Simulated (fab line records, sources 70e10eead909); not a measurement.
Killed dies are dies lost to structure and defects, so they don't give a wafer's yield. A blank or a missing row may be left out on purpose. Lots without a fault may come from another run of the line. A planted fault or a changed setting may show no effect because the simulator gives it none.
Chamber matching | flow nand_harc | NHARC_A_CHANNEL_FILL_D2_ALD_02 on ald_hk-02: 4 sister chambers
The step deposits SiO2, target thk 6 nm, pulse time 10 s, ald cycles 60. 18 wafers are shown with their chamber, then 9 later ones without.

WAFERS WITH THEIR CHAMBER
wafer  | chamber | heater_power_w (W) | precursor_pulse_height_rel
L952.1 | 3       | 482                | 0.999
L952.5 | 0       | 472                | 0.996
L952.6 | 1       | 462                | 0.989
L957.3 | 1       | 478                | 0.986
L957.5 | 3       | 470                | 0.995
L957.6 | 2       | 439                | 1.006
L958.4 | 0       | 471                | 1.003
L958.5 | 0       | 463                | 1.031
L958.6 | 3       | 473                | 0.965
L959.1 | 2       | 447                | 0.965
L959.3 | 3       | 459                | 1.024
L959.5 | 0       | 457                | 1.040
L960.3 | 2       | 441                | 1.005
L960.5 | 2       | 453                | 0.995
L960.6 | 1       | 485                | 0.986
L962.3 | 0       | 461                | 0.989
L962.4 | 2       | 449                | 1.006
L962.6 | 1       | 474                | 0.984

SIGNATURES (means of the wafers above)
reading                    | chamber 0 | chamber 1 | chamber 2 | chamber 3 | scatter within a chamber
heater_power_w             | 464.80    | 474.75    | 445.80    | 471.00    | 7.79
precursor_pulse_height_rel | 1.01180   | 0.98625   | 0.99540   | 0.99575   | 0.0189
Rule: a wafer's distance from a chamber is the root of the sum, over the readings, of the square of ((its reading less the chamber's mean) divided by the reading's scatter). The wafer belongs to the nearest chamber; if the next one is less than 2 further off, it can't be placed. The scatter: the root of (the sum of the squares of (reading less its chamber's mean) over the shown wafers, divided by (wafers less chambers)).

WAFERS WITHOUT THEIR CHAMBER
wafer  | heater_power_w (W) | precursor_pulse_height_rel
L963.1 | 447                | 0.975
L963.3 | 488                | 1.009
L963.6 | 463                | 1.019
L964.3 | 457                | 1.040
L964.4 | 455                | 0.959
L964.5 | 479                | 0.987
L967.1 | 472                | 1.029
L967.2 | 447                | 0.991
L967.6 | 457                | 0.995

WHICH CHAMBER EACH WENT THROUGH
wafer  | from the rows above               | in truth
L963.1 | can't be placed: 2 or 0           | 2
L963.3 | can't be placed: 1 or 3 or 0      | 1
L963.6 | can't be placed: 0 or 3 or 1      | 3
L964.3 | can't be placed: 0 or 2 or 3 or 1 | 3
L964.4 | can't be placed: 2 or 3 or 1 or 0 | 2
L964.5 | can't be placed: 1 or 3 or 0      | 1
L967.1 | can't be placed: 0 or 3 or 1      | 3
L967.2 | 2                                 | 2
L967.6 | can't be placed: 0 or 2 or 3 or 1 | 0
Placed correctly: 1 of 9. Can't be placed from these rows: 8 (the true chamber is among the candidates in 8). Placed wrongly: 0.
